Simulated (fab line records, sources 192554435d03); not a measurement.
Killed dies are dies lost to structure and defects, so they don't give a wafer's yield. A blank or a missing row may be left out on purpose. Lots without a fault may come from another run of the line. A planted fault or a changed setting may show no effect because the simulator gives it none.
A struck lot beside a sound one | flow n5_finfet | 15 steps out of a route of 1938
Sound: wafers L371.2, L371.4, L371.6. Struck: wafer L373.6. (L373.2, L373.4 of the same lot were not struck and are left out.) The cause comes at the end.
At each step with rows: each side's tool, then ch and its chambers, then its first start. Under that, the readings that differ: sound wafers | struck wafers | difference of the means | sigmas: that difference in standard deviations of wafers without a fault.
alike: readings whose means differ by less than 2 such deviations, and words and numbers that are the same on both sides. not compared: withheld readings, readings that some wafer has no value for, bounds like >300 that may hide the same value, and numbers for which the record gives no deviation and whose values overlap.
The two part at a step that has a row with sigmas, a row that says differs or no value, or rows on one side only. Numbers that don't overlap but have no deviation are shown without sigmas and don't part them. A reading that every wafer of one side lacks parts them only if that side has two wafers or more.

first, 3 steps without rows for these wafers: N5_SDB_PRECLEAN_38 (cleans in dHF, time 10 s); N5_SDB_PRECLEAN_39 (cleans in O3/DIW, time 45 s); N5_SDB_SRD_28 (time 30 s).
N5_SDB_ALD_29: deposits SiNx, target thk 30 nm, pulse time 1 s, ald cycles 600.
  sound on ald_sin-02 ch 0,1, day 4 09:28; struck on ald_sin-02 ch 0, day 4 21:16
  alike: chamber_pressure_Torr, heater_power_outer_w, heater_power_w, precursor_pulse_height_rel
N5_SDB_CMP_30: polishes, stops on poly-Si, t overpolish 1.54 s, target thk 30 nm.
  sound on cmp-03 ch 0,1,2, day 4 12:12; struck on cmp-04 ch 3, day 4 22:39
  reading             | sound          | struck | difference | sigmas
  motor_current_A (A) | 13.9 12.4 14.5 | 10.9   | -2.7       | -2
  alike: overpolish_run_s, time_to_endpoint_s
N5_SDB_THK_MEAS_31:
  sound on film_metro-02, day 4 12:30; struck on film_metro-02, day 4 22:57
  alike: SDB_THK
N5_SDB_INSPECT_36: inspects for defects (darkfield).
  sound on defect_inspect-01, day 4 12:32; struck on defect_inspect-02, day 4 22:58
  alike: raw_defect_count
N5_DUMMY_REMOVAL_HM_STRIP_01: strips SiNx in CH3F/O2, stops on poly-Si, target depth 4 nm, time 6.8 s.
  sound on rie_diel-04 ch 0,1,2, day 4 12:37; struck on rie_diel-03 ch 1, day 4 23:01
  alike: CH3F_flow_sccm, O2_flow_sccm, drypump_motor_current_A, oes_product_au, rf_vpp_V, showerhead_plenum_p_Torr, throttle_valve_pct
  not compared: rf_hours_counter_h
N5_DUMMY_REMOVAL_STRIP_10: strips in N2/H2, time 40 s.
  sound on rie_diel-04 ch 0,1,2, day 4 12:38; struck on rie_diel-03 ch 1, day 4 23:02
  alike: bias_power_w, drypump_motor_current_A, oes_product_au, rf_vpp_V, showerhead_plenum_p_Torr, throttle_valve_pct
  not compared: rf_hours_counter_h
then, 2 steps without rows for these wafers: N5_DUMMY_REMOVAL_PRECLEAN_07 (cleans in dHF, time 30 s); N5_DUMMY_REMOVAL_DUMMY_REMOVE_02 (chemistry TMAH, target poly-Si, stops on SiO2, target depth 142 nm, time 57 s, rinse time 30 s).
N5_DUMMY_REMOVAL_INSPECT_06: inspects for defects (brightfield).
  sound on defect_inspect-01, day 4 12:49; struck on defect_inspect-01, day 4 23:13
  alike: raw_defect_count
N5_DUMMY_REMOVAL_PRECLEAN_08: cleans in NF3:NH3, afs cycles 2, time 20 s, sublimation time 60 s.
  sound on remote_plasma-02 ch 1, day 4 12:53; struck on remote_plasma-01 ch 1, day 4 23:17
  reading    | sound    | struck | difference | sigmas
  time_s (s) | 20 20 20 | 24.357 | +4.357     |
then, 1 step without rows for these wafers: N5_DUMMY_REMOVAL_PRECLEAN_04 (cleans in DHF, time 37 s).
-- the record jumps here: 4 days lie between the struck wafers' starts before and after (it left off in module DUMMY_REMOVAL and takes up again in module BEOL_M4, whose first step shown is number 1111 of the route) --
N5_BEOL_M4_RC_MEAS_101:
  sound on prober-01 ch 0, day 8 13:38; struck on prober-02 ch 0, day 8 11:43
  reading        | sound             | struck | difference | sigmas
  IOFF_N (nA/um) | 0.182 0.110 0.132 | 0.203  | +0.062     | +2
  IOFF_P (nA/um) | 0.25 0.17 0.18    | 0.27   | +0.07      | +2
  alike: DIBL_N, DIBL_P, ION_N, ION_P, SS_N, SS_P, VT_N, VT_P

WHERE THEY PART
First at N5_SDB_CMP_30; last, within this record, at N5_BEOL_M4_RC_MEAS_101.

WHY: what the simulator had put in
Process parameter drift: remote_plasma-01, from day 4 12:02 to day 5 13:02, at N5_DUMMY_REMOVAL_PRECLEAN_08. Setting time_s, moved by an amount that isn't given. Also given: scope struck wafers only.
